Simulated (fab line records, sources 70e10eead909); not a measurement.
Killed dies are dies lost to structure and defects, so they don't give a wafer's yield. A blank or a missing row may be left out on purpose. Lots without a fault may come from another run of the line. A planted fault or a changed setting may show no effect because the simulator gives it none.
Which tool did it? | flow nand_harc | 13 lots, 39 wafers sampled, at 5 steps of a route of 1302

WHAT THE GAUGES READ, wafer by wafer
NHARC_END_SORT_01.
lot  | measured     | on        | killed_at_array | killed_at_other | killed_at_periphery | killed_dies | killed_open | killed_short
L939 | day 27 11:44 | prober-02 | 672 675 66      | 0 0 1           | 3 1 2               | 675 676 69  | 5 4 7       | 2 1 5
L938 | day 27 20:19 | prober-02 | 52 672 52       | 3 0 1           | 6 3 9               | 61 675 62   | 4 3 4       | 4 3 1

WHICH TOOL RAN EACH LOT (tool, then ch and the chambers of the sampled wafers, then the start)
lot  | NHARC_A_CONTACT_DEP_28        | NHARC_THIN_TSV_CMP_01         | NHARC_THIN_TSV_DEGAS_49      | NHARC_THIN_TSV_DESCUM_35
L933 | acl_dep-02 ch 0, day 21 08:53 | cmp-02 ch 1,2,3, day 23 17:01 | pvd_sputter-02, day 23 21:16 | rie_diel-12 ch 1,2,3, day 24 00:32
L932 | acl_dep-01 ch 0, day 21 09:31 | cmp-02 ch 1,3, day 23 18:14   | pvd_sputter-01, day 23 22:34 | rie_diel-12 ch 0,3, day 24 01:46
L934 | acl_dep-02 ch 0, day 22 13:29 | cmp-03 ch 0,2,3, day 25 00:31 | pvd_sputter-02, day 25 04:31 | rie_diel-02 ch 1,2, day 25 07:49
L939 | acl_dep-02 ch 0, day 24 05:23 | cmp-04 ch 3, day 26 19:16     | pvd_sputter-02, day 26 23:25 | rie_diel-02 ch 1, day 27 02:44
L938 | acl_dep-02 ch 0, day 24 10:23 | cmp-02 ch 0,1, day 27 00:04   | pvd_sputter-02, day 27 04:17 | rie_diel-12 ch 1,3, day 27 07:35
L948 | acl_dep-01 ch 0, day 27 14:05 | cmp-03 ch 2,3, day 30 09:38   | pvd_sputter-02, day 30 13:35 | rie_diel-12 ch 0,3, day 30 16:47
L946 | acl_dep-03 ch 0, day 27 15:42 | cmp-02 ch 0,1,3, day 30 14:01 | pvd_sputter-01, day 30 18:06 | rie_diel-02 ch 0,1,2, day 30 21:25
L947 | acl_dep-02 ch 0, day 28 10:19 | cmp-02 ch 1,2,3, day 31 02:07 | pvd_sputter-03, day 31 06:20 | rie_diel-12 ch 1,2, day 31 09:38
L950 | acl_dep-02 ch 0, day 28 18:46 | cmp-04 ch 0,3, day 31 03:16   | pvd_sputter-01, day 31 07:22 | rie_diel-02 ch 1,2,3, day 31 10:40
L952 | acl_dep-01 ch 0, day 29 17:48 | cmp-04 ch 1,2,3, day 32 10:17 | pvd_sputter-03, day 32 14:13 | rie_diel-12 ch 0,2,3, day 32 17:23
L951 | acl_dep-02 ch 0, day 29 19:11 | cmp-04 ch 1,2, day 32 01:35   | pvd_sputter-03, day 32 05:37 | rie_diel-04 ch 0,1,3, day 32 08:54
L954 | acl_dep-03 ch 0, day 30 14:53 | cmp-03 ch 1,2,3, day 33 03:41 | pvd_sputter-01, day 33 07:41 | rie_diel-04 ch 2,3, day 33 11:07
L955 | acl_dep-03 ch 0, day 30 21:50 | cmp-04 ch 0,2,3, day 33 14:04 | pvd_sputter-03, day 33 18:20 | rie_diel-04 ch 1,2,3, day 33 21:39
- NHARC_A_CONTACT_DEP_28: deposits aC, target thk 7000 nm.
- NHARC_THIN_TSV_CMP_01: polishes.
- NHARC_THIN_TSV_DEGAS_49: time 120 s.
- NHARC_THIN_TSV_DESCUM_35: chemistry O2, time 3 s.

WHAT THE TOOLS THEMSELVES READ (means of the sampled wafers that have a number; where no wafer has one, the mark that the record gives instead)
NHARC_A_CONTACT_DEP_28.
lot  | tool       | throttle_valve_pct (%)
L933 | acl_dep-02 | 35.000
L932 | acl_dep-01 | 34.995
L934 | acl_dep-02 | 35.001
L939 | acl_dep-02 | 35.001
L938 | acl_dep-02 | 34.997
L948 | acl_dep-01 | 35.004
L946 | acl_dep-03 | 35.000
L947 | acl_dep-02 | 35.008
L950 | acl_dep-02 | 35.000
L952 | acl_dep-01 | 35.001
L951 | acl_dep-02 | 34.998
L954 | acl_dep-03 | 35.009
L955 | acl_dep-03 | 35.006

NHARC_THIN_TSV_CMP_01.
lot  | tool   | motor_current_A (A) | slurry_filter_dp_kPa (kPa)
L933 | cmp-02 | 12.5                | 13.53
L932 | cmp-02 | 11.0                | 13.37
L934 | cmp-03 | 12.9                | 13.31
L939 | cmp-04 | 9.4                 | 13.37
L938 | cmp-02 | 13.0                | 13.53
L948 | cmp-03 | 13.0                | 13.57
L946 | cmp-02 | 12.3                | 13.40
L947 | cmp-02 | 13.0                | 13.49
L950 | cmp-04 | 11.1                | 13.54
L952 | cmp-04 | 11.5                | 13.54
L951 | cmp-04 | 12.3                | 13.39
L954 | cmp-03 | 12.0                | 13.61
L955 | cmp-04 | 11.7                | 13.43

NHARC_THIN_TSV_DEGAS_49.
lot  | tool           | heater_power_w (W)
L933 | pvd_sputter-02 | 449
L932 | pvd_sputter-01 | 465
L934 | pvd_sputter-02 | 478
L939 | pvd_sputter-02 | 475
L938 | pvd_sputter-02 | 416
L948 | pvd_sputter-02 | 461
L946 | pvd_sputter-01 | 454
L947 | pvd_sputter-03 | 518
L950 | pvd_sputter-01 | 457
L952 | pvd_sputter-03 | 495
L951 | pvd_sputter-03 | 520
L954 | pvd_sputter-01 | 422
L955 | pvd_sputter-03 | 489

NHARC_THIN_TSV_DESCUM_35.
lot  | tool        | drypump_motor_current_A (A) | oes_product_au (a.u.) | rf_vpp_V (V) | showerhead_plenum_p_Torr (Torr) | throttle_valve_pct (%)
L933 | rie_diel-12 | 5.2                         | 1.001                 | 57.8         | 1.87                            | 11.307
L932 | rie_diel-12 | 5.6                         | 0.994                 | 58.0         | 1.93                            | 11.315
L934 | rie_diel-02 | 5.9                         | 0.992                 | 58.0         | 1.86                            | 11.315
L939 | rie_diel-02 | 5.9                         | 0.996                 | 57.7         | 1.88                            | 11.319
L938 | rie_diel-12 | 5.4                         | 0.993                 | 58.0         | 1.83                            | 11.306
L948 | rie_diel-12 | 5.5                         | 1.008                 | 57.8         | 1.85                            | 11.311
L946 | rie_diel-02 | 6.0                         | 0.987                 | 57.9         | 1.89                            | 11.309
L947 | rie_diel-12 | 5.3                         | 1.000                 | 58.2         | 1.90                            | 11.323
L950 | rie_diel-02 | 6.1                         | 1.006                 | 57.5         | 1.91                            | 11.309
L952 | rie_diel-12 | 5.3                         | 1.000                 | 57.9         | 1.91                            | 11.303
L951 | rie_diel-04 | 5.6                         | 1.003                 | 57.3         | 1.96                            | 11.312
L954 | rie_diel-04 | 5.7                         | 0.997                 | 57.3         | 1.86                            | 11.304
L955 | rie_diel-04 | 5.8                         | 0.999                 | 58.8         | 1.93                            | 11.311

THE ANSWER, worked out from the rows above alone
Rule: what is usual is taken from the lots themselves. Put in order of their means at a reading, lots are off if they are a third of the lots or fewer, leave a main group of 4 or more, and stand apart from it by a gap of 3 or more times the standard deviation of the main group's means; of several such gaps the widest counts. A main group whose means are all the same, to the digits that the tables above print for the reading, isn't used. A lot without any number at a reading at which 4 lots or more have one is off too. The other lots that the step has rows for count as sound. The gauges are gone through in route order, then the tools' own readings, and for those a lot's mean is taken as printed above. The first step at which some lot is off is used, and at that step the reading that is off furthest; a lot without a number counts as furthest.
No lot is off at any reading shown: from this, nothing can be told.

WHAT THE SIMULATOR HAD PUT IN
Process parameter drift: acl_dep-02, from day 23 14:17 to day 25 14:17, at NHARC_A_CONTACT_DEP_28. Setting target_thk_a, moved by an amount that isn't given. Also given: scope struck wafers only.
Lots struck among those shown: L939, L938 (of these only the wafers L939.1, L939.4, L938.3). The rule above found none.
